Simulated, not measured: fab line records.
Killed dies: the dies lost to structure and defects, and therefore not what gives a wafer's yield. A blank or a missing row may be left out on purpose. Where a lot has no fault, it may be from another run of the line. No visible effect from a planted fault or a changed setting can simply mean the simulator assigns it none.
Matching of chambers + flow nand-harc + NHARC_A_WL_FILL_ALD_10 on ald-hk-03 has 4 sister chambers
The step deposits SiO2, target thk 50 nm, pulse time 10 s, ald cycles 500. 20 wafers are shown with their chamber, then 10 later ones without.

## WAFERS PAIRED WITH THEIR CHAMBERS
| wafer  | chamber | heater-power-w (W) | precursor-pulse-height-rel |
|--------|---------|--------------------|----------------------------|
| L075.1 | 0       | 444                | 0.987                      |
| L075.2 | 2       | 497                | 1.004                      |
| L075.4 | 3       | 456                | 0.999                      |
| L075.5 | 2       | 494                | 0.988                      |
| L075.3 | 1       | 430                | 0.957                      |
| L075.6 | 3       | 450                | 0.995                      |
| L076.4 | 3       | 454                | 0.981                      |
| L076.1 | 2       | 494                | 1.011                      |
| L076.5 | 0       | 452                | 0.975                      |
| L079.4 | 2       | 505                | 0.980                      |
| L079.1 | 1       | 456                | 1.042                      |
| L079.6 | 3       | 456                | 0.963                      |
| L081.4 | 1       | 435                | 1.005                      |
| L081.1 | 3       | 461                | 1.021                      |
| L081.3 | 0       | 448                | 0.987                      |
| L082.1 | 1       | 432                | 1.034                      |
| L082.2 | 3       | 455                | 0.988                      |
| L082.4 | 0       | 436                | 1.008                      |
| L087.1 | 0       | 443                | 1.027                      |
| L087.2 | 3       | 446                | 1.035                      |

SIGNATURES, as means of the wafers listed above
| reading                    | chamber 0 | chamber 1 | chamber 2 | chamber 3 | scatter within a chamber |
|----------------------------|-----------|-----------|-----------|-----------|--------------------------|
| heater-power-w             | 444.60    | 438.25    | 497.50    | 454.00    | 7.05                     |
| precursor-pulse-height-rel | 0.99680   | 1.00950   | 0.99575   | 0.99743   | 0.0253                   |
Rule: a wafer lies at a distance from a chamber equal to the root of the sum of squares, over the readings, of (its reading less the chamber's mean, divided by the reading's scatter). The wafer belongs to the nearest chamber; if the next one is less than 2 further off, it can't be placed. The scatter is the square root of a quotient: the sum, over the shown wafers, of each reading's squared deviation from its chamber's mean, divided by wafers minus chambers.

## WAFERS WITHOUT THEIR CHAMBER
| wafer  | heater-power-w (W) | precursor-pulse-height-rel |
|--------|--------------------|----------------------------|
| L087.6 | 448                | 1.004                      |
| L088.1 | 495                | 1.034                      |
| L088.3 | 444                | 0.977                      |
| L088.5 | 450                | 1.031                      |
| L091.3 | 454                | 1.020                      |
| L091.1 | 512                | 1.017                      |
| L091.4 | 438                | 0.963                      |
| L093.3 | 443                | 1.000                      |
| L093.1 | 498                | 0.970                      |
| L093.2 | 458                | 0.993                      |

## CHAMBER TAKEN BY EACH
| wafer  | from the rows above          | in truth |
|--------|------------------------------|----------|
| L087.6 | can't be placed: 0 or 3 or 1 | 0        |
| L088.1 | 2                            | 2        |
| L088.3 | can't be placed: 0 or 1 or 3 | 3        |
| L088.5 | can't be placed: 3 or 0 or 1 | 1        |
| L091.3 | can't be placed: 3 or 0 or 1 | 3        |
| L091.1 | 2                            | 2        |
| L091.4 | can't be placed: 0 or 1 or 3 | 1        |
| L093.3 | can't be placed: 0 or 1 or 3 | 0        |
| L093.1 | 2                            | 2        |
| L093.2 | can't be placed: 3 or 0      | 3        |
Placed correctly: 3 of 10. Unplaceable from these rows: 7, with the true chamber sitting among the candidates in 7. 0 placed wrongly.
